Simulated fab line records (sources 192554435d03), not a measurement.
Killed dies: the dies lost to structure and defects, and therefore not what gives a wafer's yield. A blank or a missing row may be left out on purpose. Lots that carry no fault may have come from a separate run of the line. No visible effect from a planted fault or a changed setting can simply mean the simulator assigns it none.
Which tool is to blame?	flow n5_finfet	Sampling: 13 lots, 33 wafers, 5 of 1938 route steps

WHAT THE GAUGES SHOWED, per wafer
N5_BEOL_M10_RS_MEAS_57: the measuring method here is four-point-probe.
lot	measured	on	M10_RS (ohm/sq)
L310	day 10 11:16	film_metro-02	0.158 0.145 0.146
L311	day 11 01:33	film_metro-02	0.153 0.150
L315	day 11 19:40	film_metro-01	0.147 0.143 0.156
L317	day 11 21:57	film_metro-01	0.163 0.147
L316	day 11 23:55	film_metro-02	0.143 0.150 0.157
L318	day 12 07:17	film_metro-01	0.147 0.146
L319	day 12 12:02	film_metro-02	0.148 0.156
L320	day 13 00:52	film_metro-02	0.149 0.157 0.160
L321	day 13 02:05	film_metro-01	0.145 0.150 0.144
L322	day 13 10:58	film_metro-02	0.147 0.147
L324	day 13 18:54	film_metro-01	0.150 0.159 0.148
L326	day 14 06:09	film_metro-02	0.162 0.158
L333	day 16 12:10	film_metro-01	0.152 0.147 0.154

N5_BEOL_M11_THK_MEAS_01.
lot	measured	on	M11_ILD_THK (nm)
L310	day 10 11:55	film_metro-02	272 275 274
L311	day 11 02:12	film_metro-02	268 272
L315	day 11 20:19	film_metro-02	262 267 271
L317	day 11 22:36	film_metro-02	273 277
L316	day 12 00:34	film_metro-01	264 267 272
L318	day 12 07:56	film_metro-01	272 272
L319	day 12 13:21	film_metro-01	269 270
L320	day 13 01:32	film_metro-01	269 269 279
L321	day 13 02:45	film_metro-02	265 261 270
L322	day 13 11:37	film_metro-01	265 268
L324	day 13 19:33	film_metro-02	265 265 270
L326	day 14 07:09	film_metro-02	267 275
L333	day 16 12:49	film_metro-01	277 273 276

TOOL THAT RAN EACH LOT (tool first, then ch and the chambers of the sampled wafers, then the start)
lot	N5_BEOL_M10_ECD_50	N5_BEOL_M10_CMP_52	N5_BEOL_M11_CURE_71
L310	ecd_cu-01 ch 0,1, day 10 04:49	cmp-04 ch 1,2,3, day 10 10:47	uv_cure-01 ch 1, day 10 11:24
L311	ecd_cu-02 ch 0,1, day 11 00:32	cmp-04 ch 1,3, day 11 01:07	uv_cure-03 ch 2, day 11 01:41
L315	ecd_cu-01 ch 0,1, day 11 18:16	cmp-04 ch 1,3, day 11 19:14	uv_cure-02 ch 2, day 11 19:53
L317	ecd_cu-01 ch 0,1, day 11 21:08	cmp-04 ch 0, day 11 21:31	uv_cure-03 ch 0, day 11 22:19
L316	ecd_cu-02 ch 1, day 11 22:17	cmp-03 ch 0,1,2, day 11 23:29	uv_cure-03 ch 0, day 12 00:03
L318	ecd_cu-01 ch 0, day 12 06:27	cmp-04 ch 1,2, day 12 06:56	uv_cure-03 ch 1, day 12 07:26
L319	ecd_cu-01 ch 0,1, day 12 11:13	cmp-04 ch 2,3, day 12 11:40	uv_cure-02 ch 2, day 12 12:50
L320	ecd_cu-02 ch 0,1, day 13 00:01	cmp-03 ch 0,1,3, day 13 00:26	uv_cure-01 ch 0, day 13 01:01
L321	ecd_cu-01 ch 1, day 13 00:59	cmp-04 ch 1,3, day 13 01:42	uv_cure-02 ch 0, day 13 02:14
L322	ecd_cu-01 ch 0, day 13 10:08	cmp-03 ch 0,2, day 13 10:37	uv_cure-01 ch 2, day 13 11:07
L324	ecd_cu-01 ch 0, day 13 17:50	cmp-04 ch 0,1, day 13 18:28	uv_cure-02 ch 2, day 13 19:02
L326	ecd_cu-01 ch 1, day 14 05:07	cmp-03 ch 3, day 14 05:43	uv_cure-02 ch 1, day 14 06:38
L333	ecd_cu-02 ch 0,1, day 16 10:50	cmp-02 ch 1,2, day 16 11:44	uv_cure-03 ch 1, day 16 12:33
- N5_BEOL_M10_ECD_50: material Cu, target thk 318 nm.
- N5_BEOL_M10_CMP_52: polishes, stops on SiCOH lowk, t overpolish 7 s, target thk 140 nm.
- N5_BEOL_M11_CURE_71: cures SiCOH lowk, time 240 s.

WHAT THE TOOLS THEMSELVES READ (means of the sampled wafers that have a number; where no wafer has one, the mark that the record gives instead)
N5_BEOL_M10_CMP_52.
lot	tool	motor_current_A (A)	slurry_flow_ml_min	time_to_endpoint_s (s)
L310	cmp-04	5.9	150.1	70
L311	cmp-04	5.4	149.4	70
L315	cmp-04	5.5	150.1	70
L317	cmp-04	5.0	150.5	66
L316	cmp-03	6.4	150.0	63
L318	cmp-04	5.9	149.7	66
L319	cmp-04	6.3	150.6	66
L320	cmp-03	5.9	149.7	60
L321	cmp-04	5.6	149.7	71
L322	cmp-03	6.0	149.7	63
L324	cmp-04	5.1	150.2	57
L326	cmp-03	4.8	150.1	48
L333	cmp-02	6.8	149.8	64

N5_BEOL_M11_CURE_71.
lot	tool	lamp_power_pct (%)	wafer_temp_C_max
L310	uv_cure-01	52.36	385.9
L311	uv_cure-03	52.30	386.6
L315	uv_cure-02	52.34	387.3
L317	uv_cure-03	52.27	385.8
L316	uv_cure-03	52.30	385.8
L318	uv_cure-03	52.30	387.1
L319	uv_cure-02	52.27	386.7
L320	uv_cure-01	52.32	386.3
L321	uv_cure-02	52.29	387.0
L322	uv_cure-01	52.36	388.1
L324	uv_cure-02	52.34	387.3
L326	uv_cure-02	52.31	386.4
L333	uv_cure-03	52.29	387.7

THE ANSWER, worked out from the rows above alone
Rule: the lots themselves supply what counts as usual. The widest of any qualifying gaps counts: lots, ordered by their means at a reading, are off when they make up no more than a third of the lots, leave a main group of 4 or more, and stand apart from it by 3 or more times the standard deviation of that group's means. A main group whose means are all the same, to the digits that the tables above print for the reading, isn't used. Also off: a lot with no number at a reading for which 4 or more lots have one. The other lots that the step has rows for count as sound. First the gauges in route order, then the tools' own readings, where a lot's mean is used as printed above. The first step at which some lot is off is used, and at that step the reading that is off furthest; a lot without a number counts as furthest.
Across all readings shown, no lot is off: no conclusion can be drawn from this.

WHAT WAS PUT IN BY THE SIMULATOR
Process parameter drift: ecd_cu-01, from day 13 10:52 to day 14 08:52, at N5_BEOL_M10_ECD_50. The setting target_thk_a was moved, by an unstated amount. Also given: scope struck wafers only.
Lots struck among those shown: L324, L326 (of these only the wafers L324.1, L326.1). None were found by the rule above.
